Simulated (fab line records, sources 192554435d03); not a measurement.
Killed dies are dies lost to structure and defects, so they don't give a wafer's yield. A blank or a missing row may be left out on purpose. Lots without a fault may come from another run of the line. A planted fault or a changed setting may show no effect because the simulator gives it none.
Split-lot experiment | flow n5_finfet | 7 lots, 21 wafers read, on a route of 1938 steps

THE SPLIT
At N5_BEOL_M8_ETCH_62 (etches SOC in N2/H2, target depth 110 nm, overetch 22 nm, time 165 s), the setting source_w was moved away from the recipe's 840 W on 9 of the 21 wafers read, by -18.0% to +11.9%. The other wafers ran this setting at the recipe's value.

The reading is taken at the split's own step.

THE READING
rf_vpp_V, in V, at N5_BEOL_M8_ETCH_62 (etches SOC in N2/H2, target depth 110 nm, overetch 22 nm, time 165 s). Fault-free wafers of this fab line usually give 524 V, standard deviation 3.5 V.

wafer  | tool, chamber at the split | source_w as run, W | against the recipe | rf_vpp_V, V | against lot-mates on the recipe
L074.2 | rie_diel-05, 0             | 740.1              | -11.9%             | 545         | +18
L074.3 | rie_diel-05, 1             | 740.1              | -11.9%             | 550         | +23
L074.6 | rie_diel-05, 3             | 840                | recipe             | 527         | -
L076.1 | rie_diel-05, 3             | 702.8              | -16.3%             | 558         | +30
L076.4 | rie_diel-05, 1             | 840                | recipe             | 528         | -
L076.5 | rie_diel-05, 2             | 702.8              | -16.3%             | 554         | +26
L079.3 | rie_diel-05, 0             | 688.8              | -18.0%             | 557         | +36
L079.4 | rie_diel-05, 1             | 688.8              | -18.0%             | 564         | +43
L079.5 | rie_diel-05, 0             | 840                | recipe             | 521         | -
L087.3 | rie_diel-04, 1             | 780.7              | -7.1%              | 532         | +8
L087.4 | rie_diel-04, 1             | 840                | recipe             | 520         | -
L087.6 | rie_diel-04, 3             | 840                | recipe             | 528         | -
L094.4 | rie_diel-04, 3             | 898.2              | +6.9%              | 516         | -8
L094.5 | rie_diel-04, 2             | 840                | recipe             | 528         | -
L094.6 | rie_diel-04, 1             | 840                | recipe             | 521         | -
L092.4 | rie_diel-05, 3             | 840                | recipe             | 528         | -
L092.5 | rie_diel-05, 1             | 840                | recipe             | 527         | -
L092.6 | rie_diel-05, 0             | 840                | recipe             | 522         | -
L097.3 | rie_diel-05, 2             | 840                | recipe             | 520         | -
L097.5 | rie_diel-05, 3             | 939.9              | +11.9%             | 509         | -12
L097.6 | rie_diel-05, 0             | 840                | recipe             | 523         | -

THE FIT
A straight line over all 21 wafers: rf_vpp_V changes by -1.82 V for each +1% of source_w; r = -0.97; the points scatter about the line by 3.8 V.
The same after taking each lot's own level away (the mean of its wafers on the recipe; 21 wafers): -1.77 V for each +1%; r = -0.96; scatter 4.2 V.
On that fit, the largest move of source_w shifts the reading by 32 V.
The lots' own levels span 521.0 to 528.0 V, that is 2.0 times the standard deviation above.
So the lot-to-lot level changes the slope little: the two slopes agree.
Check: with one of the wafers moved furthest among these (-18.0%) left out of the fit, the line predicts +32 V for it against its lot-mates. It came out at +36 V against them.
Tool readings at the split's step, against how far the setting was moved: rf_vpp_V r = -0.97.

OTHER SPLITS ON THESE WAFERS
These wafers also went through other splits before the reading. Each is held against what the fit with the lots' levels taken away leaves over:
other split on the same wafers | wafers away from the commonest value | r with rf_vpp_V (lot level and that fit taken away)
N5_BEOL_M7_EXPOSE_25 dose_mj   | 9                                    | -0.15

THE FILE'S OWN FIT
rf_vpp_V changes by -1.72 V for each +1% of source_w, r = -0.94.
